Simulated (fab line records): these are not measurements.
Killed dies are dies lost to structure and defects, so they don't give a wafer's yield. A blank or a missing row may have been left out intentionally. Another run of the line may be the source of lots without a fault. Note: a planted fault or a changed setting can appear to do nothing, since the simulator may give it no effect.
Matching of chambers || flow n5-finfet || N5_BEOL_M12_DESCUM_33 on rie-diel-06: 4 sister chambers
The step chemistry O2, time 7.9 s. 8 wafers are shown with their chamber, then 11 later ones without.

WAFERS PAIRED WITH THEIR CHAMBERS
{"wafer": "L081.2", "chamber": 1, "drypump-motor-current-A (A)": 5.2, "throttle-valve-pct (%)": 20.62}
{"wafer": "L082.6", "chamber": 1, "drypump-motor-current-A (A)": 5.2, "throttle-valve-pct (%)": 20.63}
{"wafer": "L086.2", "chamber": 0, "drypump-motor-current-A (A)": 5.9, "throttle-valve-pct (%)": 20.52}
{"wafer": "L086.4", "chamber": 2, "drypump-motor-current-A (A)": 6.2, "throttle-valve-pct (%)": 20.35}
{"wafer": "L084.2", "chamber": 3, "drypump-motor-current-A (A)": 6.7, "throttle-valve-pct (%)": 20.00}
{"wafer": "L084.4", "chamber": 3, "drypump-motor-current-A (A)": 6.8, "throttle-valve-pct (%)": 19.98}
{"wafer": "L084.5", "chamber": 2, "drypump-motor-current-A (A)": 6.2, "throttle-valve-pct (%)": 20.37}
{"wafer": "L087.3", "chamber": 0, "drypump-motor-current-A (A)": 5.9, "throttle-valve-pct (%)": 20.53}

WAFERS WITHOUT THEIR CHAMBER
{"wafer": "L087.4", "drypump-motor-current-A (A)": 6.2, "throttle-valve-pct (%)": 20.36}
{"wafer": "L087.5", "drypump-motor-current-A (A)": 6.8, "throttle-valve-pct (%)": 19.99}
{"wafer": "L085.1", "drypump-motor-current-A (A)": 6.2, "throttle-valve-pct (%)": 20.36}
{"wafer": "L085.3", "drypump-motor-current-A (A)": 5.9, "throttle-valve-pct (%)": 20.55}
{"wafer": "L085.6", "drypump-motor-current-A (A)": 5.9, "throttle-valve-pct (%)": 20.54}
{"wafer": "L091.3", "drypump-motor-current-A (A)": 6.8, "throttle-valve-pct (%)": 19.97}
{"wafer": "L091.4", "drypump-motor-current-A (A)": 6.1, "throttle-valve-pct (%)": 20.39}
{"wafer": "L091.5", "drypump-motor-current-A (A)": 5.2, "throttle-valve-pct (%)": 20.38}
{"wafer": "L096.1", "drypump-motor-current-A (A)": 5.2, "throttle-valve-pct (%)": 20.41}
{"wafer": "L096.2", "drypump-motor-current-A (A)": 6.2, "throttle-valve-pct (%)": 20.42}
{"wafer": "L096.4", "drypump-motor-current-A (A)": 5.2, "throttle-valve-pct (%)": 20.38}

WHICH CHAMBER EACH WENT THROUGH
{"wafer": "L087.4", "from the rows above": 2, "in truth": 2}
{"wafer": "L087.5", "from the rows above": 3, "in truth": 3}
{"wafer": "L085.1", "from the rows above": 2, "in truth": 2}
{"wafer": "L085.3", "from the rows above": 0, "in truth": 0}
{"wafer": "L085.6", "from the rows above": 0, "in truth": 0}
{"wafer": "L091.3", "from the rows above": 3, "in truth": 3}
{"wafer": "L091.4", "from the rows above": 2, "in truth": 2}
{"wafer": "L091.5", "from the rows above": "can't be placed: 1 or 0", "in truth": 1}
{"wafer": "L096.1", "from the rows above": 1, "in truth": 1}
{"wafer": "L096.2", "from the rows above": 2, "in truth": 2}
{"wafer": "L096.4", "from the rows above": "can't be placed: 1 or 0", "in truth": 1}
9 of 11 placed correctly. Not placeable from these rows: 2 (in 2, the candidates include the true chamber). Wrongly placed: 0.
How it was worked out, from the rows above alone: a wafer's distance from a chamber is the root of the sum, over the readings, of the square of ((its reading less the chamber's mean) divided by the reading's scatter). If the next closest chamber is less than 2 further off than the closest, the wafer can't be placed; otherwise it belongs to the closest. A chamber's mean is the mean of its shown wafers. The scatter is the square root of a quotient: the sum, over the shown wafers, of each reading's squared deviation from its chamber's mean, divided by wafers minus chambers.
